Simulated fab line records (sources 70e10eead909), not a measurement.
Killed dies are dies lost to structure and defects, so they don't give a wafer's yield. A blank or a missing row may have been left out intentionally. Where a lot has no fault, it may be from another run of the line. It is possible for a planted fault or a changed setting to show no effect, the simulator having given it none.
Problem report in the 8D (eight disciplines) form, filled by code / flow nand_harc / the parts of the form that need people (team, actions taken, sign-off) are left out

== 1. WHAT IS WRONG ==
killed_at_array at NHARC_END_SORT_01 reads a mean of 673 on 4 wafers of 2 lots; wafers without a fault read 27 with a standard deviation of 8.8. Measured from the usual mean, that is +73 standard deviations.
The first sign was on wafer L446.2 at day 22 13:53, on prober-01. At this step, 12 wafers from 4 lots have a number in the record. By rule, "out" or "out of limits" means more than 4 standard deviations away from the usual mean. Any other wafer with a number is counted as sound.

== 2. WHAT THIS IS AND IS NOT ==
question=which readings at this step | is=killed_at_array, killed_dies | is not=killed_at_other, killed_at_periphery, killed_open, killed_short
question=which lots | is=L444, L446 | is not=L436, L439
question=which wafers of those lots | is=L444.2, L444.3, L446.2, L446.3 | is not=L444.4, L446.4
question=read on which gauges | is=prober-01 | is not=prober-02
question=when | is=from day 22 13:53 | is not=up to then (6 sound wafers); but 2 sound wafers of L444, L446 came after

== 3. SUSPECTS, AND WHAT RULES EACH OUT ==
Counting: any tool at a process step up to the reading remains a suspect provided it ran every lot that is out. Sound lots after the first of them don't rule it out here, since some wafers of a struck lot are sound.
- the gauge at NHARC_END_SORT_01: kept. All the wafers that are out were read on prober-01, and no step on other tools shows them out.
- rie_diel-10 at NHARC_A_BLC_ETCH_18 (etches the open film in C4F8/O2/Ar, target depth 910 nm): kept. It ran every lot that is out, first L446 (day 20 19:29); its last sound lot up to then is L436 (day 18 19:04). Because NHARC_A_BLC_ETCH_18 lacks a start for some lots, the hours and order of its lots are taken from NHARC_A_BLC_CD_MEAS_19.
- rie_diel-02 at NHARC_A_BLC_STRIP_29 (strips in CF4): kept. It ran every lot that is out, first L446 (day 20 19:34); its last sound lot up to then is L436 (day 18 19:08).
- pvd_sputter-02 at NHARC_A_BLC_DEGAS_30 (time 60 s): kept. It ran every lot that is out, first L446 (day 20 20:05); its last sound lot up to then is L439 (day 19 19:28).
- pvd_sputter-02 at NHARC_A_BLC_PVD_32 (deposits Ti, target thk 5 nm, time 17.7 s): kept. It ran every lot that is out, first L446 (day 20 20:20); its last sound lot up to then is L439 (day 19 19:46). Because NHARC_A_BLC_PVD_32 lacks a start for some lots, the hours and order of its lots are taken from NHARC_A_BLC_ALD_23.
- ald_metal-03 at NHARC_A_BLC_ALD_23 (deposits TiN, target thk 3 nm, pulse time 1 s, ald cycles 150): kept. It ran every lot that is out, first L446 (day 20 20:20); its last sound lot up to then is L436 (day 18 19:54).
- cvd_w-02 at NHARC_A_BLC_CVD_24 (deposits W, target thk 150 nm, time 434 s): kept. It ran every lot that is out, first L446 (day 22 13:53); its last sound lot up to then is L439 (day 21 20:20). Because NHARC_A_BLC_CVD_24 lacks a start for some lots, the hours and order of its lots are taken from NHARC_END_SORT_01.
Left after counting: rie_diel-10 at NHARC_A_BLC_ETCH_18, rie_diel-02 at NHARC_A_BLC_STRIP_29, pvd_sputter-02 at NHARC_A_BLC_DEGAS_30, pvd_sputter-02 at NHARC_A_BLC_PVD_32, ald_metal-03 at NHARC_A_BLC_ALD_23, cvd_w-02 at NHARC_A_BLC_CVD_24, prober-01 at NHARC_END_SORT_01.

== 4. THE CAUSE (what the simulator had put in) ==
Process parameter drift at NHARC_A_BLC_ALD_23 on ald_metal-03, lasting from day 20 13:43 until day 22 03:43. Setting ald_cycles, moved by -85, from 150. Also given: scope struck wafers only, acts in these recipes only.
Counting left 7 suspects, and this tool is among them.

== 5. THE EFFECT CHAIN, in route order ==
Rows list readings where the struck wafers' mean (over those with a number) sits beyond 3 standard deviations from the usual. Only readings whose record carries a usual standard deviation are examined. hours: median over the lots of the time between each lot's start at the first step of this table that gives one and its start at this step. sigmas: the change, counted in usual standard deviations.
hours=0; step=NHARC_END_SORT_01; reading=killed_at_array; usual=27; on struck wafers=673; change=+646; sigmas=+73
hours=0; step=NHARC_END_SORT_01; reading=killed_dies; usual=31; on struck wafers=677; change=+646; sigmas=+73

== 6. HOW IT WOULD HAVE BEEN CAUGHT EARLIER ==
Counted from the fault's start at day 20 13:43, it took 48 hours until the first out-of-limits reading at a measuring or inspecting step in this record, taken at day 22 13:53.
Tool readings at NHARC_A_BLC_ALD_23 with a usual standard deviation given in the record: none out on any struck wafer, hence no alarm at a limit of 4 standard deviations on them.
Lots out: 2; all had begun NHARC_A_BLC_ALD_23 on ald_metal-03 by day 22 13:53. Holding the tool at that point would not have protected any of them.
